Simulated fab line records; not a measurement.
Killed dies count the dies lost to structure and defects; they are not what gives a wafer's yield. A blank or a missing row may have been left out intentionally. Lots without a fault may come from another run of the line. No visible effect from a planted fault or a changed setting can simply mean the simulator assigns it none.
Struck lot and sound lot, side by side || flow nand-harc || 43 out of 1302 route steps
Sound: the wafers L504.1, L504.5, L504.6. Wafers L511.1, L511.4, L511.5 were the ones struck. Last of all comes the cause.
For every step that has rows: the tool of each side, followed by ch and its chambers, followed by its first start. Under that, the readings that differ: sound wafers || struck wafers || difference of the means || sigmas: that difference in standard deviations of wafers without a fault.
alike: same words and numbers on both sides, and readings whose means sit less than 2 such deviations apart. not compared: any withheld reading, any reading some wafer has no value for, any bound like >300 that may hide the same value, and any number with overlapping values for which the record gives no deviation.
Wherever a step has rows on one side only, a row that says differs or no value, or a row with sigmas, the two part there. Numbers that don't overlap but have no deviation are shown without sigmas and don't part them. Lack of a reading on every wafer of one side parts them only where that side has two or more wafers.

first, 4 steps without rows for these wafers: NHARC_A_CONTACT_ETCH_131 (etches the open film in C4F8/O2/Ar, time 197 s, target depth 1918 nm); NHARC_A_CONTACT_ETCH_132 (etches the open film in C4F8/O2/Ar, time 197 s, target depth 1924 nm); NHARC_A_CONTACT_ETCH_133 (etches the open film in C4F8/O2/Ar, time 374 s, target depth 1610 nm); NHARC_A_CONTACT_ETCH_91 (etches the open film in CH3F/O2, target depth 40 nm, time 85.7 s).
NHARC_A_CONTACT_ETCH_97: etches the open film in C4F6/O2, target depth 20 nm, time 10 s.
  sound: rie-diel-02 ch 0,2,3; struck: rie-diel-13 ch 2,3
  alike: drypump-motor-current-A, mfc-ar-sccm, o2-flow-sccm, oes-product-au, rf-vpp-V, showerhead-plenum-p-Torr, throttle-valve-pct
  not compared: rf-hours-counter-h
NHARC_A_CONTACT_CD_MEAS_80:
  struck on cd-sem-03, day 25 01:17; sound on cd-sem-03, day 22 14:44
  alike: cd-nm
then, 6 steps without rows for these wafers: NHARC_A_CONTACT_STRIP_103 (strips in N2/H2); NHARC_A_CONTACT_STRIP_104 (strips in CF4/CHF3); NHARC_A_CONTACT_STRIP_105 (strips in O2/COS); NHARC_A_CONTACT_ETCH_106 (etches the open film in CF4/O2, target depth 90 nm, overetch 9 nm, time 49.5 s); NHARC_A_CONTACT_STRIP_82 (strips in O2); NHARC_A_CONTACT_STRIP_83 (strips in post etch residue remover, time 600 s).
NHARC_A_CONTACT_DEP_84: deposits aC, target thk 2800 nm.
  sound on acl-dep-01 ch 0, day 22 15:41; struck on acl-dep-02 ch 0, day 25 05:38
  alike: throttle-valve-pct
then, 11 steps without rows for these wafers: NHARC_A_CONTACT_DEP_85 (deposits SiON, target thk 60 nm); NHARC_A_CONTACT_DEHYDRATE_00 (time 120 s); NHARC_A_CONTACT_HMDS_01 (time 30 s); NHARC_A_CONTACT_COAT_86 (time 75 s); NHARC_A_CONTACT_COAT_87 (time 65 s); NHARC_A_CONTACT_COAT_02 (resist thk 90 nm); NHARC_A_CONTACT_SOFTBAKE_03 (time 55 s); NHARC_A_CONTACT_EBR_04; NHARC_A_CONTACT_EXPOSE_05 (exposes mask A CC); NHARC_A_CONTACT_PEB_06 (peb time 65 s); NHARC_A_CONTACT_DEVELOP_07 (develop time 35 s).
NHARC_A_CONTACT_CD_MEAS_08: the cd target is 200 nm.
  sound on cd-sem-01 ch 0, day 22 18:10; struck on cd-sem-02 ch 0, day 25 07:58
  alike: cd-nm
NHARC_A_CONTACT_OVL_MEAS_09:
  struck on overlay-02, day 25 08:03; sound on overlay-02, day 22 18:15
  alike: overlay-x-nm, overlay-y-nm
NHARC_A_CONTACT_INSPECT_10:
  struck on defect-inspect-02, day 25 08:05; sound on defect-inspect-02, day 22 18:17
  alike: raw-defect-count
NHARC_A_CONTACT_DESCUM_13: chemistry O2, time 3 s.
  sound on rie-diel-02 ch 0,2, day 22 18:22; struck on rie-diel-02 ch 0,2,3, day 25 08:09
  alike: drypump-motor-current-A, mfc-ar-sccm, o2-flow-sccm, oes-product-au, rf-vpp-V, showerhead-plenum-p-Torr, throttle-valve-pct
  not compared: rf-hours-counter-h
then, 1 step without rows for these wafers: NHARC_A_CONTACT_ETCH_88 (etches the open film in CF4, target depth 39 nm, time 65 s).
NHARC_A_CONTACT_ETCH_89: etches the open film in N2/H2, target depth 260 nm, time 475.3 s.
  sound: rie-diel-02 ch 1,2; struck: rie-diel-02 ch 0,1
  alike: drypump-motor-current-A, h2-flow-sccm, mfc-ar-sccm, oes-product-au, rf-vpp-V, showerhead-plenum-p-Torr, throttle-valve-pct
  not compared: rf-hours-counter-h
then, 2 steps without rows for these wafers: NHARC_A_CONTACT_ETCH_30 (etches the open film in CF4/CHF3, target depth 72.6 nm, time 36.3 s); NHARC_A_CONTACT_ETCH_31 (etches the open film in O2/COS, target depth 2800 nm, time 728 s).
NHARC_A_CONTACT_ETCH_134: etches the open film in C4F8/O2/Ar, time 140 s, target depth 700 nm.
  sound on har-cap-etch-03 ch 0,1, day 22 19:45; struck on har-cap-etch-02 ch 0, day 25 09:18
  not compared: rf-hours-counter-h
then, 1 step without rows for these wafers: NHARC_A_CONTACT_ETCH_135 (etches the open film in C4F8/O2/Ar, time 311 s, target depth 1912 nm).
NHARC_A_CONTACT_ETCH_136: etches the open film in C4F8/O2/Ar, time 311 s, target depth 1912 nm.
  sound on har-cap-etch-03 ch 0,1, day 22 20:14; struck on har-cap-etch-02 ch 0, day 25 09:47
  not compared: rf-hours-counter-h
then, 5 steps without rows for these wafers: NHARC_A_CONTACT_ETCH_137 (etches the open film in C4F8/O2/Ar, time 311 s, target depth 1912 nm); NHARC_A_CONTACT_ETCH_138 (etches the open film in C4F8/O2/Ar, time 311 s, target depth 1914 nm); NHARC_A_CONTACT_ETCH_139 (etches the open film in C4F8/O2/Ar, time 195 s, target depth 840 nm); NHARC_A_CONTACT_ETCH_92 (etches the open film in CH3F/O2, target depth 40 nm, time 85.7 s); NHARC_A_CONTACT_ETCH_98 (etches the open film in C4F6/O2, target depth 20 nm, time 10 s).
NHARC_A_CONTACT_CD_MEAS_15:
  struck on cd-sem-02, day 25 11:20; sound on cd-sem-02, day 22 21:49
  alike: cd-nm
then, 1 step without rows for these wafers: NHARC_A_CONTACT_STRIP_107 (strips in N2/H2).
NHARC_END_SORT_01:
  only the struck wafers appear in the record here, on prober-02 ch 0 at day 27 10:05; the sound ones have no rows

WHERE THEY PART
Only at NHARC_END_SORT_01, within this record.

WHY: what the simulator had put in
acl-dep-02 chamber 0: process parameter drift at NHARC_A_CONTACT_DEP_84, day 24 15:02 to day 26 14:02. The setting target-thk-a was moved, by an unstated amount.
